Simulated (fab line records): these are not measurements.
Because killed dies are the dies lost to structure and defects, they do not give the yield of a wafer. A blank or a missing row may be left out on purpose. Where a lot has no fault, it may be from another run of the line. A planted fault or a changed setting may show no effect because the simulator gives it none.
fab line records -- flow n5-finfet
record lots=7, wafers=39
route steps=1938 shown TV_OPEN@1890 PASSIVATION@1934
start-h: start of the lot's first displayed wafer, in hours after the record's first day -- wait-h: hours from the lot's prior step to this one -- " the same as in the row above -- L1.1+2: a single row standing in for several wafers -- - no value, or no start was given -- * or withheld: withheld -- < > ~ a bound
route shown NAME@n: a module of which the file shows steps, and the number in the route of the first -- usual: mean and standard deviation over wafers with no fault -- same: alike in all rows -- chamber/n: place in a boat -- sites: readings site by site -- _std_site: standard deviation across them -- _edge_site: the outer-site mean with the inner-site mean subtracted -- radius-mm: for every site, how far away it sits from the centre of the wafer -- mask NAME#n: copy n -- behind: tool/chamber where the wafer was last shaped -- hold: reason for holding the lot/hours on hold/outcome of the hold -- device: the n, p or np transistor that did not switch -- end of line: the tests these same wafers got at the end of their route -- for a step that has no rows: nothing shown but its recipe -- killed: not the wafer's yield, but the dies lost to structure and defects at the first sort -- map: a wafer's dies, marking killed ones x, the rest . and places with no die _
set.NAME: the run value of the setting; set.NAME@STEP: its run value at that earlier step -- model.NAME: the simulator's own value behind a step, which no gauge read
lots with deliberately changed settings; one table per step, one row per wafer
## steps
# step N5_PASSIVATION_ETCH_15
# recipe chemistry=CF4/N2, target=SiCN, target-depth-a=750, taper-deg=2, time-s=81.2, ion-energy-ev=150, mask-material=SiNx, pressure-mtorr=40, source-w=430, bias-w=70, Ar_flow_sccm=100, cf4-flow-sccm=60, n2-flow-sccm=60
lot.wafer,tool,chamber,start-h,wait-h,set.target-depth-a,model.etch.depth-nm
L080.1,rie-diel-03,3,-,-,750,64.12
L080.2,rie-diel-03,2,-,-,890.5,79.27
L080.3,rie-diel-03,1,-,-,890.5,77.75
L080.4,rie-diel-03,0,-,-,750,64.68
L080.5,rie-diel-03,1,-,-,750,65.29
L080.6,rie-diel-03,2,-,-,890.5,78.83
L082.1+4,rie-diel-05,"2,0",-,-,534.4,47.82
L082.2,rie-diel-05,1,-,-,750,64
L082.3,rie-diel-05,3,-,-,534.4,46.74
L082.5,rie-diel-05,2,-,-,750,66.64
L082.6,rie-diel-05,1,-,-,750,64.16
L084.1,rie-diel-05,2,-,-,750,65.95
L084.2,rie-diel-05,0,-,-,952.7,84.77
L084.3,rie-diel-05,3,-,-,750,65.29
L084.4,rie-diel-05,0,-,-,952.7,84.88
L084.5,rie-diel-05,2,-,-,952.7,84.48
L084.6,rie-diel-05,3,-,-,750,64.66
L086.1,rie-diel-05,0,-,-,750,66.39
L086.5,rie-diel-05,2,-,-,750,65.9
L086.6,rie-diel-05,1,-,-,750,67.02
L094.1,rie-diel-05,3,-,-,750,65.05
L094.2,rie-diel-05,1,-,-,750,67.01
L094.3,rie-diel-05,2,-,-,315.2,27.93
L094.4,rie-diel-05,0,-,-,315.2,27.79
L094.5,rie-diel-05,0,-,-,315.2,27.86
L094.6,rie-diel-05,3,-,-,750,65.19
L096.1,rie-diel-03,3,-,-,750,65.61
L096.2,rie-diel-03,0,-,-,871.4,74.85
L096.3,rie-diel-03,1,-,-,750,65
L096.4,rie-diel-03,2,-,-,871.4,75.79
L096.5,rie-diel-03,3,-,-,750,65.6
L096.6,rie-diel-03,0,-,-,871.4,74.62
L095.1,rie-diel-05,3,-,-,750,65.52
L095.2,rie-diel-05,0,-,-,303.2,26.86
L095.3,rie-diel-05,1,-,-,750,67.06
L095.4,rie-diel-05,2,-,-,303.2,27.2
L095.5,rie-diel-05,3,-,-,303.2,26.23
L095.6,rie-diel-05,0,-,-,750,66.2
# step N5_PASSIVATION_STRIP_73
# recipe chemistry=post-etch-residue-remover, time-s=60, temp-c=25, remover-ph=withheld, remover-water-wt-pct=withheld, remover-fluoride-wt-pct=withheld
# step N5_PASSIVATION_SRD_17
# recipe time-s=30, temp-c=23, rinse-liquid=diw, dry=n2-spin, spin-rpm=1500, dry-time-s=30
# step N5_PASSIVATION_SRD_72
# recipe dry=ipa-marangoni, time-s=30, temp-c=23, rinse-liquid=diw
# step N5_PASSIVATION_ANNEAL_56
# recipe temp-c=400, time-s=1800, ambient=FGA, idle-temp-c=300, ramp-up-c-per-min=5, ramp-down-c-per-min=3
# step N5_PASSIVATION_PROBE_49
# usual defect-limited-yield=91.5/1.4, killed_at_M0_to_M3=33/10, killed_at_M4_up=13/5, killed-at-contacts=13/5.6, killed-at-front-end=38/12, killed-at-other=3.9/2.7, killed-dies=100/16, killed-open=66/13, killed-short=32/7.2, sort_bin_4_leakage=0/0, sort_bin_5_function=5.0/0.97, sort_bin_6_memory=3.2/0.61, sort_bin_8_speed=0/0, sort-n-pass=1080/16, sort-yield-pct=91.5/1.4
# same gross-dies=1180, killed-at-back-side=0
lot.wafer,tool,chamber,start-h,wait-h,set.target-depth-a@PASSIVATION_ETCH_15,defect-limited-yield[%],killed_at_M0_to_M3,killed_at_M4_up,killed-at-contacts,killed-at-front-end,killed-at-other,killed-dies,killed-open,killed-short,sort_bin_4_leakage[%],sort_bin_5_function[%],sort_bin_6_memory[%],sort_bin_8_speed[%],sort-n-pass,sort-yield-pct[%]
L080.1,prober-01,-,309.56,0.0,750,93.1,33,9,13,24,2,81,54,26,0,3.7,3.0,0,1099,93.1
L080.2,prober-01,-,309.61,0.1,890.5,91.8,42,12,19,21,3,97,67,29,0,4.8,3.1,91.78,0,0
L080.3,prober-01,-,309.66,0.1,890.5,92.2,35,6,15,34,2,92,53,39,0,4.2,3.3,0,1088,92.2
L080.4,prober-01,-,309.71,0.2,750,93.6,18,13,10,30,4,75,50,25,0,3.6,2.6,0,1105,93.6
L080.5,prober-01,-,309.76,0.2,750,93.3,31,7,5,24,12,79,44,35,0,3.7,2.4,93.31,0,0
L080.6,prober-01,-,309.81,0.3,890.5,93.4,21,4,14,33,6,78,45,33,0,3.7,2.5,93.39,0,0
L082.1,prober-01,-,314.34,0.3,534.4,2.4,28,13,14,54,1043,1152,54,38,0,94.2,3.1,0,28,2.4
L082.2,prober-01,-,314.39,0.4,750,91.1,30,9,16,45,5,105,62,37,0,4.7,3.8,0,1075,91.1
L082.3,prober-01,-,314.44,0.4,534.4,0.8,36,37,12,36,1050,1171,76,22,0,93.7,5.4,0.76,0,0
L082.4,prober-01,-,314.49,0.5,534.4,1.7,30,41,22,48,1019,1160,77,36,0,93.3,4.7,1.69,0,0
L082.5,prober-01,-,314.54,0.5,750,89.1,30,36,14,47,2,129,63,34,0,6.6,3.8,89.07,0,0
L082.6,prober-01,-,314.59,0.6,750,91.6,30,15,11,39,4,99,64,33,0,5.6,2.7,0,1081,91.6
L084.1,prober-02,-,327.12,0.0,750,92.9,21,21,15,24,3,84,62,21,0,4.0,3.1,0,1096,92.9
L084.2,prober-02,-,327.17,0.1,952.7,0,28,12,9,1129,2,1180,56,28,0,97.4,2.4,0,0,0
L084.3,prober-02,-,327.22,0.1,750,91.3,36,13,12,41,1,103,61,40,91.27,4.8,3.6,0,0,0
L084.4,prober-02,-,327.27,0.2,952.7,0,12,18,18,1131,1,1180,58,29,0,97.0,2.8,0,0,0
L084.5,prober-02,-,327.32,0.2,952.7,0,38,15,16,1107,4,1180,77,37,0,95.1,4.4,0,0,0
L084.6,prober-02,-,327.37,0.3,750,90.0,27,18,23,44,6,118,80,37,90.00,6.1,3.6,0,0,0
L086.1,prober-01,-,337.01,0.0,750,88.8,59,13,19,41,0,132,89,43,0,6.7,4.1,0,1048,88.8
L086.5,prober-01,-,337.21,0.2,750,90.3,43,14,20,32,5,114,74,39,0,5.2,3.8,0,1066,90.3
L086.6,prober-01,-,337.26,0.3,750,91.7,43,4,15,34,2,98,68,30,0,4.2,3.8,0,1082,91.7
L094.1,prober-01,-,387.27,0.0,750,91.1,31,13,12,48,1,105,77,27,91.10,5.3,3.3,0,0,0
L094.2,prober-01,-,387.32,0.1,750,88.6,35,53,6,34,6,134,58,29,0,6.6,4.2,0,1046,88.6
L094.3,prober-01,-,387.37,0.1,315.2,0,40,35,14,27,1064,1180,64,33,0,95.2,4.7,0,0,0
L094.4,prober-01,-,387.42,0.2,315.2,0,44,50,15,21,1050,1180,77,34,0,95.3,4.6,0,0,0
L094.5,prober-01,-,387.47,0.2,315.2,0,42,25,5,42,1066,1180,73,34,0,96.2,3.5,0,0,0
L094.6,prober-01,-,387.52,0.3,750,92.6,30,24,4,29,0,87,53,29,92.63,4.0,3.3,0,0,0
L096.1,prober-01,-,400.67,0.0,750,0,31,9,19,1119,2,1180,62,36,0,96.2,3.4,0,0,0
L096.2,prober-01,-,400.72,0.1,871.4,85.9,37,60,12,54,3,166,80,37,0,8.7,4.7,0,1014,85.9
L096.3,prober-01,-,400.77,0.1,750,0,39,74,17,1048,2,1180,86,35,0,93.4,6.2,0,0,0
L096.4,prober-01,-,400.82,0.2,871.4,87.1,31,40,19,62,0,152,86,31,0,8.4,3.9,0,1028,87.1
L096.5,prober-01,-,400.87,0.2,750,90.1,38,10,16,49,4,117,84,33,0,6.0,3.6,0,1063,90.1
L096.6,prober-01,-,400.92,0.3,871.4,0,55,7,13,1105,0,1180,66,44,0,95.5,3.8,0,0,0
L095.1,prober-02,-,414.29,0.0,750,91.7,20,19,9,48,2,98,69,29,91.69,4.9,3.1,0,0,0
L095.2,prober-02,-,414.34,0.1,303.2,0,15,12,15,40,1098,1180,50,35,0,97.9,2.1,0,0,0
L095.3,prober-02,-,414.39,0.1,750,88.8,36,23,26,43,4,132,81,39,0,7.5,3.1,0,1048,88.8
L095.4,prober-02,-,414.44,0.2,303.2,0,12,20,12,35,1101,1180,57,25,0,97.2,2.5,0,0,0
L095.5,prober-02,-,414.49,0.2,303.2,0,25,17,13,41,1084,1180,63,36,0,96.0,3.4,0,0,0
L095.6,prober-02,-,414.54,0.3,750,93.5,19,16,12,26,4,77,54,22,0,3.5,3.1,0,1103,93.5
# killed by level:class
L080.1 MOL_CONTACT_COAG:geometric-particle:open=12 BEOL_M2:geometric-particle:open=12 BEOL_M1:geometric-particle:open=8 BEOL_M0_SAQP:geometric-particle:short=7 FIN_SAQP:geometric-particle:short=5 STI_FIN_REVEAL:geometric-particle:open=4 FIN_SAQP:geometric-particle:open=3 DUMMY_GATE:geometric-particle:open=2
L080.2 MOL_CONTACT_COAG:geometric-particle:open=18 BEOL_M1:geometric-particle:open=13 BEOL_M0_SAQP:geometric-particle:open=7 BEOL_M4:geometric-particle:open=6 BEOL_M3:geometric-particle:open=5 FIN_SAQP:geometric-particle:short=4 STI_FIN_REVEAL:geometric-particle:open=4 GATE_CUT:geometric-particle:short=4
L080.3 MOL_CONTACT_COAG:geometric-particle:open=11 FIN_SAQP:geometric-particle:short=9 BEOL_M1:geometric-particle:open=9 FIN_SAQP:geometric-particle:open=8 BEOL_M0_SAQP:geometric-particle:short=6 STARTING-WAFER:geometric-particle:short=6 BEOL_M2:geometric-particle:open=5 DUMMY_GATE:geometric-particle:short=5
L080.4 MOL_CONTACT_COAG:geometric-particle:open=9 FIN_SAQP:geometric-particle:short=7 BEOL_M0_SAQP:geometric-particle:short=6 BEOL_M0_SAQP:geometric-particle:open=6 GATE_CUT:geometric-particle:short=5 BEOL_M4:geometric-particle:open=5 STI_FIN_REVEAL:geometric-particle:open=4 FIN_SAQP:geometric-particle:open=3
L080.5 BEOL_M0_SAQP:geometric-particle:short=10 FIN_SAQP:geometric-particle:open=9 PASS1_DEP:geometric-particle:short=8 BEOL_M0_SAQP:geometric-particle:open=7 FIN_SAQP:geometric-particle:short=5 BEOL_M3:geometric-particle:open=5 GATE_CUT:geometric-particle:short=4 MOL_CONTACT_COAG:geometric-particle:open=4
L080.6 FIN_SAQP:geometric-particle:short=12 MOL_CONTACT_COAG:geometric-particle:open=11 FIN_SAQP:geometric-particle:open=9 BEOL_M2:geometric-particle:open=6 BEOL_M1:geometric-particle:open=5 BEOL_M0_SAQP:geometric-particle:open=4 MOL_CONTACT_COAG:geometric-particle:short=3 BEOL_M0_SAQP:geometric-particle:short=3
L082.1 TV_OPEN:area-etch=1037 DUMMY_GATE:area-etch=21 MOL_CONTACT_COAG:geometric-particle:open=12 BEOL_M1:geometric-particle:short=12 STI_FIN_REVEAL:geometric-particle:open=9 FIN_SAQP:geometric-particle:short=8 BEOL_M8:geometric-particle:open=5 BEOL_M3:geometric-particle:open=4
L082.2 STI_FIN_REVEAL:geometric-particle:open=15 MOL_CONTACT_COAG:geometric-particle:open=12 FIN_SAQP:geometric-particle:open=11 BEOL_M0_SAQP:geometric-particle:short=10 FIN_SAQP:geometric-particle:short=8 BEOL_M0_SAQP:geometric-particle:open=6 STI_FIN_REVEAL:geometric-particle:short=4 MOL_CONTACT_COAG:geometric-particle:short=4
L082.3 TV_OPEN:area-etch=1049 BEOL_M7:interface-void-opened=21 STI_FIN_REVEAL:geometric-particle:open=17 BEOL_M2:geometric-particle:open=13 MOL_CONTACT_COAG:geometric-particle:open=9 BEOL_M8:geometric-particle:open=7 BEOL_M0_SAQP:geometric-particle:open=7 BEOL_M0_SAQP:geometric-particle:short=6
L082.4 TV_OPEN:area-etch=1018 BEOL_M7:interface-void-opened=27 STI_FIN_REVEAL:geometric-particle:open=26 MOL_CONTACT_COAG:geometric-particle:open=18 BEOL_M3:geometric-particle:open=11 STI_FIN_REVEAL:geometric-particle:short=9 FIN_SAQP:geometric-particle:open=5 BEOL_M1:geometric-particle:short=5
L082.5 BEOL_M7:interface-void-opened=23 STI_FIN_REVEAL:geometric-particle:open=21 MOL_CONTACT_COAG:geometric-particle:open=11 BEOL_M1:geometric-particle:open=8 FIN_SAQP:geometric-particle:short=6 BEOL_M2:geometric-particle:short=5 STI_FIN_REVEAL:geometric-particle:short=4 BEOL_M2:geometric-particle:open=4
L082.6 MOL_CONTACT_COAG:geometric-particle:open=10 STI_FIN_REVEAL:geometric-particle:open=9 GATE_CUT:geometric-particle:short=9 BEOL_M4:geometric-particle:open=9 BEOL_M0:geometric-particle:open=6 FIN_SAQP:geometric-particle:open=5 BEOL_M0_SAQP:geometric-particle:short=5 BEOL_M0_SAQP:geometric-particle:open=5
L084.1 MOL_CONTACT_COAG:geometric-particle:open=11 BEOL_M2:geometric-particle:open=9 BEOL_M4:geometric-particle:open=8 BEOL_M5:geometric-particle:open=6 BEOL_M1:geometric-particle:open=6 FIN_SAQP:geometric-particle:short=4 STI_FIN_REVEAL:geometric-particle:open=4 GATE_CUT:geometric-particle:open=4
L084.2 DUMMY_GATE:area-etch=1096 FIN_SAQP:geometric-particle:open=7 BEOL_M0_SAQP:geometric-particle:open=7 STI_FIN_REVEAL:geometric-particle:open=6 MOL_CONTACT_COAG:geometric-particle:open=6 BEOL_M3:geometric-particle:open=5 BEOL_M4:geometric-particle:open=5 BEOL_M1:geometric-particle:open=4
L084.3 STI_FIN_REVEAL:geometric-particle:open=12 MOL_CONTACT_COAG:geometric-particle:open=8 FIN_SAQP:geometric-particle:short=7 BEOL_M0_SAQP:geometric-particle:short=7 BEOL_M1:geometric-particle:open=7 BEOL_M4:geometric-particle:open=7 BEOL_M0_SAQP:geometric-particle:open=6 BEOL_M2:geometric-particle:open=5
L084.4 DUMMY_GATE:area-etch=1090 MOL_CONTACT_COAG:geometric-particle:open=14 STI_FIN_REVEAL:geometric-particle:open=9 BEOL_M5:geometric-particle:open=7 FIN_SAQP:geometric-particle:short=6 BEOL_M1:geometric-particle:open=5 STARTING-WAFER:geometric-particle:open=5 FIN_SAQP:geometric-particle:open=4
L084.5 DUMMY_GATE:area-etch=1065 MOL_CONTACT_COAG:geometric-particle:open=12 BEOL_M1:geometric-particle:open=11 STI_FIN_REVEAL:geometric-particle:open=8 FIN_SAQP:geometric-particle:short=7 BEOL_M0_SAQP:geometric-particle:short=7 BEOL_M3:geometric-particle:open=7 BEOL_M0_SAQP:geometric-particle:open=6
L084.6 STI_FIN_REVEAL:geometric-particle:open=18 MOL_CONTACT_COAG:geometric-particle:open=17 FIN_SAQP:geometric-particle:short=8 BEOL_M2:geometric-particle:open=7 MOL_CONTACT_COAG:geometric-particle:short=6 BEOL_M3:geometric-particle:open=6 STI_FIN_REVEAL:geometric-particle:short=5 BEOL_M5:geometric-particle:open=5
L086.1 MOL_CONTACT_COAG:geometric-particle:open=17 BEOL_M0_SAQP:geometric-particle:short=12 FIN_SAQP:geometric-particle:open=10 BEOL_M1:geometric-particle:open=10 BEOL_M2:geometric-particle:open=10 BEOL_M0_SAQP:geometric-particle:open=10 STI_FIN_REVEAL:geometric-particle:open=9 BEOL_M2:geometric-particle:short=5
L086.5 MOL_CONTACT_COAG:geometric-particle:open=15 BEOL_M0_SAQP:geometric-particle:short=13 BEOL_M0_SAQP:geometric-particle:open=13 FIN_SAQP:geometric-particle:open=9 BEOL_M4:geometric-particle:open=7 FIN_SAQP:geometric-particle:short=6 STI_FIN_REVEAL:geometric-particle:open=6 BEOL_M1:geometric-particle:open=5
L086.6 FIN_SAQP:geometric-particle:open=15 MOL_CONTACT_COAG:geometric-particle:open=14 BEOL_M2:geometric-particle:open=12 BEOL_M1:geometric-particle:open=7 BEOL_M3:geometric-particle:open=7 BEOL_M0_SAQP:geometric-particle:short=6 FIN_SAQP:geometric-particle:short=5 BEOL_M0_SAQP:geometric-particle:open=5
L094.1 STI_FIN_REVEAL:geometric-particle:open=19 BEOL_M2:geometric-particle:open=10 MOL_CONTACT_COAG:geometric-particle:open=10 FIN_SAQP:geometric-particle:open=9 BEOL_M3:geometric-particle:open=6 STARTING-WAFER:geometric-particle:open=5 BEOL_M0_SAQP:geometric-particle:short=4 STI_FIN_REVEAL:geometric-particle:short=4
L094.2 BEOL_M7:interface-void-opened=37 FIN_SAQP:geometric-particle:open=8 BEOL_M4:geometric-particle:open=8 BEOL_M1:geometric-particle:open=8 GATE_CUT:geometric-particle:short=6 MOL_CONTACT_COAG:geometric-particle:open=6 BEOL_M0_SAQP:geometric-particle:short=6 BEOL_M2:geometric-particle:open=6
L094.3 TV_OPEN:area-etch=1064 BEOL_M7:interface-void-opened=19 BEOL_M4:geometric-particle:open=15 MOL_CONTACT_COAG:geometric-particle:open=11 BEOL_M2:geometric-particle:open=9 BEOL_M0_SAQP:geometric-particle:open=9 FIN_SAQP:geometric-particle:short=7 GATE_CUT:geometric-particle:short=6
L094.4 TV_OPEN:area-etch=1050 BEOL_M4:geometric-particle:open=25 BEOL_M7:interface-void-opened=19 BEOL_M0_SAQP:geometric-particle:open=14 MOL_CONTACT_COAG:geometric-particle:open=9 BEOL_M0_SAQP:geometric-particle:short=8 MOL_CONTACT_COAG:geometric-particle:short=6 BEOL_M2:geometric-particle:open=6
L094.5 TV_OPEN:area-etch=1065 BEOL_M0_SAQP:geometric-particle:open=11 STI_FIN_REVEAL:geometric-particle:open=10 BEOL_M0_SAQP:geometric-particle:short=10 BEOL_M4:geometric-particle:open=10 FIN_SAQP:geometric-particle:open=6 BEOL_M2:geometric-particle:open=6 BEOL_M4:geometric-particle:short=6
L094.6 BEOL_M4:geometric-particle:open=10 FIN_SAQP:geometric-particle:short=8 BEOL_M3:geometric-particle:open=6 FIN_SAQP:geometric-particle:open=5 BEOL_M1:geometric-particle:open=5 BEOL_M2:geometric-particle:open=5 MOL_CONTACT_COAG:geometric-particle:open=4 BEOL_M0_SAQP:geometric-particle:open=4
L096.1 DUMMY_GATE:area-etch=1082 MOL_CONTACT_COAG:geometric-particle:open=17 FIN_SAQP:geometric-particle:short=11 BEOL_M0_SAQP:geometric-particle:open=11 BEOL_M3:geometric-particle:open=7 GATE_CUT:geometric-particle:short=6 STI_FIN_REVEAL:geometric-particle:open=5 FIN_SAQP:geometric-particle:open=4
L096.2 BEOL_M7:interface-void-opened=43 STI_FIN_REVEAL:geometric-particle:open=16 FIN_SAQP:geometric-particle:open=13 BEOL_M0_SAQP:geometric-particle:open=12 BEOL_M3:geometric-particle:open=10 FIN_SAQP:geometric-particle:short=8 MOL_CONTACT_COAG:geometric-particle:open=8 BEOL_M1:geometric-particle:open=5
L096.3 DUMMY_GATE:area-etch=1007 BEOL_M7:interface-void-opened=52 MOL_CONTACT_COAG:geometric-particle:open=15 BEOL_M4:geometric-particle:open=15 FIN_SAQP:geometric-particle:open=13 BEOL_M3:geometric-particle:open=11 STI_FIN_REVEAL:geometric-particle:open=8 BEOL_M0_SAQP:geometric-particle:short=7
L096.4 BEOL_M7:interface-void-opened=35 FIN_SAQP:geometric-particle:open=18 STI_FIN_REVEAL:geometric-particle:open=17 MOL_CONTACT_COAG:geometric-particle:open=14 BEOL_M3:geometric-particle:open=10 BEOL_M0_SAQP:geometric-particle:open=9 FIN_SAQP:geometric-particle:short=8 STARTING-WAFER:geometric-particle:open=6
L096.5 MOL_CONTACT_COAG:geometric-particle:open=13 FIN_SAQP:geometric-particle:open=12 STI_FIN_REVEAL:geometric-particle:open=10 BEOL_M3:geometric-particle:open=10 BEOL_M0_SAQP:geometric-particle:open=9 FIN_SAQP:geometric-particle:short=8 BEOL_M2:geometric-particle:open=8 DUMMY_GATE:geometric-particle:open=5
L096.6 DUMMY_GATE:area-etch=1068 BEOL_M3:geometric-particle:open=21 FIN_SAQP:geometric-particle:short=14 BEOL_M0_SAQP:geometric-particle:short=14 MOL_CONTACT_COAG:geometric-particle:open=12 BEOL_M0_SAQP:geometric-particle:open=9 FIN_SAQP:geometric-particle:open=7 GATE_CUT:geometric-particle:short=4
L095.1 FIN_SAQP:geometric-particle:open=16 BEOL_M4:geometric-particle:open=12 FIN_SAQP:geometric-particle:short=8 MOL_CONTACT_COAG:geometric-particle:open=8 BEOL_M0_SAQP:geometric-particle:open=6 DUMMY_GATE:geometric-particle:short=4 GATE_CUT:geometric-particle:short=4 BEOL_M3:geometric-particle:open=4
L095.2 TV_OPEN:area-etch=1095 FIN_SAQP:geometric-particle:open=9 MOL_CONTACT_COAG:geometric-particle:open=9 GATE_CUT:geometric-particle:short=7 FIN_SAQP:geometric-particle:short=6 STI_FIN_REVEAL:geometric-particle:open=6 MOL_CONTACT_COAG:geometric-particle:short=6 BEOL_M4:geometric-particle:open=6
L095.3 MOL_CONTACT_COAG:geometric-particle:open=13 BEOL_M4:geometric-particle:open=13 MOL_CONTACT_COAG:area-etch=11 STI_FIN_REVEAL:geometric-particle:open=10 FIN_SAQP:geometric-particle:open=9 FIN_SAQP:geometric-particle:short=9 BEOL_M0_SAQP:geometric-particle:short=9 BEOL_M0_SAQP:geometric-particle:open=5
L095.4 TV_OPEN:area-etch=1098 FIN_SAQP:geometric-particle:open=12 BEOL_M4:geometric-particle:open=9 MOL_CONTACT_COAG:geometric-particle:open=8 FIN_SAQP:geometric-particle:short=4 STI_FIN_REVEAL:geometric-particle:open=4 MOL_CONTACT_COAG:geometric-particle:short=4 STARTING-WAFER:geometric-particle:open=4
L095.5 TV_OPEN:area-etch=1080 MOL_CONTACT_COAG:geometric-particle:open=9 FIN_SAQP:geometric-particle:open=8 BEOL_M4:geometric-particle:open=8 FIN_SAQP:geometric-particle:short=6 GATE_CUT:geometric-particle:short=6 BEOL_M1:geometric-particle:open=6 BEOL_M3:geometric-particle:open=6
L095.6 BEOL_M4:geometric-particle:open=11 MOL_CONTACT_COAG:geometric-particle:open=9 FIN_SAQP:geometric-particle:short=6 BEOL_M1:geometric-particle:open=6 BEOL_M0_SAQP:geometric-particle:open=5 FIN_SAQP:geometric-particle:open=3 STI_FIN_REVEAL:geometric-particle:open=3 GATE_CUT:geometric-particle:short=3
## key
split step=N5_PASSIVATION_ETCH_15, setting=target-depth-a, stated=750, by=wafer
response step=N5_PASSIVATION_ETCH_15, reading=model.etch.depth-nm, change=+0.66, per=1%, r=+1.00
response step=N5_PASSIVATION_PROBE_49, reading=killed-at-other, shape=bent, at-lowest=1094.3, at-stated=3.4, at-highest=2.3
